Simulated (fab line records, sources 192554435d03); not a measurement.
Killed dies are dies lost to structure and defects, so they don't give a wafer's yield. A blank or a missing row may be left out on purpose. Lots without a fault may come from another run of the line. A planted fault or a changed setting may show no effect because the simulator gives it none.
Chamber matching | flow n5_finfet | N5_GATE_CUT_HM_DEP_46 on pecvd-01: 3 sister chambers
The step deposits SiO2 from TEOS/O2, target thk 130 nm, time 26.6 s. 3 wafers are shown with their chamber, then 8 later ones without.

WAFERS WITH THEIR CHAMBER
wafer  | chamber | throttle_valve_pct (%)
L086.1 | 2       | 19.0
L086.4 | 1       | 20.1
L090.2 | 0       | 18.3

WAFERS WITHOUT THEIR CHAMBER
wafer  | throttle_valve_pct (%)
L090.3 | 18.9
L090.4 | 20.0
L094.4 | 18.6
L094.5 | 19.8
L094.6 | 18.8
L096.1 | 18.7
L096.2 | 19.9
L096.4 | 18.5

WHICH CHAMBER EACH WENT THROUGH
wafer  | from the rows above     | in truth
L090.3 | 2                       | 2
L090.4 | 1                       | 1
L094.4 | can't be placed: 0 or 2 | 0
L094.5 | 1                       | 1
L094.6 | can't be placed: 2 or 0 | 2
L096.1 | can't be placed: 2 or 0 | 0
L096.2 | 1                       | 1
L096.4 | can't be placed: 0 or 2 | 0
Placed correctly: 4 of 8. Can't be placed from these rows: 4 (the true chamber is among the candidates in 4). Placed wrongly: 0.
How it was worked out, from the rows above alone: a wafer's distance from a chamber is the root of the sum, over the readings, of the square of ((its reading less the chamber's mean) divided by the reading's scatter). The wafer belongs to the nearest chamber; if the next one is less than 2 further off, it can't be placed. A chamber's mean is the mean of its shown wafers. The scatter: with one shown wafer a chamber, the root of the mean of the squares of how far each hidden wafer lies from its nearest shown one.
